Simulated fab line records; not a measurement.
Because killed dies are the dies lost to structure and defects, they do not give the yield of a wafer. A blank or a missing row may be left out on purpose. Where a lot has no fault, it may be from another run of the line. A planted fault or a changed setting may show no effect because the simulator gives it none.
Chamber matching | flow n5Finfet | rieSi-03 running N5_FIN_SAQP_ETCH_65: 4 sister chambers
The step etches SiO2 in CF4, target depth 4 nm, time 4.4 s. 30 wafers are shown with their chamber, then 12 later ones without.

WAFERS WITH THEIR CHAMBER
wafer  | chamber | drypumpMotorCurrentA (A) | throttleValvePct (%) | oesProductAu (a.u.)
L074.4 | 2       | 5.3                      | 21.89                | 0.982
L074.5 | 3       | 6.0                      | 21.72                | 0.996
L074.6 | 2       | 5.3                      | 21.87                | 0.972
L075.1 | 0       | 5.5                      | 21.68                | 1.005
L075.2 | 3       | 6.0                      | 21.72                | 0.993
L075.6 | 3       | 6.0                      | 21.71                | 0.999
L078.1 | 2       | 5.3                      | 21.87                | 0.987
L078.3 | 1       | 6.0                      | 21.65                | 1.018
L078.6 | 0       | 5.5                      | 21.68                | 1.015
L079.3 | 0       | 5.5                      | 21.67                | 1.013
L079.4 | 2       | 5.3                      | 21.87                | 0.977
L079.6 | 2       | 5.3                      | 21.86                | 0.979
L080.1 | 0       | 5.5                      | 21.69                | 1.016
L080.4 | 1       | 6.0                      | 21.65                | 1.011
L080.5 | 3       | 6.1                      | 21.71                | 1.000
L082.1 | 0       | 5.5                      | 21.69                | 1.010
L082.2 | 1       | 6.0                      | 21.65                | 1.010
L082.3 | 2       | 5.3                      | 21.87                | 0.986
L083.2 | 2       | 5.3                      | 21.87                | 0.985
L083.3 | 0       | 5.5                      | 21.70                | 1.015
L083.5 | 0       | 5.5                      | 21.68                | 1.013
L084.1 | 1       | 6.0                      | 21.63                | 1.007
L084.3 | 0       | 5.5                      | 21.68                | 1.022
L084.6 | 0       | 5.5                      | 21.70                | 1.025
L085.3 | 2       | 5.3                      | 21.87                | 0.987
L085.4 | 0       | 5.5                      | 21.67                | 1.006
L085.6 | 0       | 5.5                      | 21.69                | 1.024
L089.3 | 3       | 6.0                      | 21.71                | 1.011
L089.4 | 0       | 5.5                      | 21.70                | 1.015
L089.6 | 2       | 5.3                      | 21.88                | 1.002

SIGNATURES (means of the wafers above)
reading              | chamber 0 | chamber 1 | chamber 2 | chamber 3 | scatter within a chamber
drypumpMotorCurrentA | 5.500     | 6.000     | 5.300     | 6.020     | 0.0175
throttleValvePct     | 21.6858   | 21.6450   | 21.8722   | 21.7140   | 0.00934
oesProductAu         | 1.01492   | 1.01150   | 0.98411   | 0.99980   | 0.00698
Rule: a wafer's distance from a chamber is the root of the sum, over the readings, of the square of ((its reading less the chamber's mean) divided by the reading's scatter). The wafer belongs to the nearest chamber; if the next one is less than 2 further off, it can't be placed. The scatter is the square root of a quotient: the sum, over the shown wafers, of each reading's squared deviation from its chamber's mean, divided by wafers minus chambers.

WAFERS MISSING THEIR CHAMBER
wafer  | drypumpMotorCurrentA (A) | throttleValvePct (%) | oesProductAu (a.u.)
L090.2 | 6.0                      | 21.73                | 0.998
L090.4 | 5.5                      | 21.69                | 1.010
L090.6 | 5.5                      | 21.70                | 1.013
L092.2 | 5.5                      | 21.69                | 1.020
L092.4 | 6.0                      | 21.66                | 1.012
L092.6 | 6.0                      | 21.66                | 1.009
L093.1 | 6.0                      | 21.71                | 1.003
L093.2 | 6.0                      | 21.65                | 1.011
L093.5 | 5.5                      | 21.69                | 1.010
L097.2 | 5.3                      | 21.87                | 0.982
L097.4 | 6.0                      | 21.72                | 0.991
L097.6 | 5.5                      | 21.70                | 1.007

CHAMBER TAKEN BY EACH
wafer  | from the rows above | in truth
L090.2 | 3                   | 3
L090.4 | 0                   | 0
L090.6 | 0                   | 0
L092.2 | 0                   | 0
L092.4 | 1                   | 1
L092.6 | 1                   | 1
L093.1 | 3                   | 3
L093.2 | 1                   | 1
L093.5 | 0                   | 0
L097.2 | 2                   | 2
L097.4 | 3                   | 3
L097.6 | 0                   | 0
Placed correctly: 12 of 12. Number that these rows cannot place: 0. Number placed wrongly: 0.
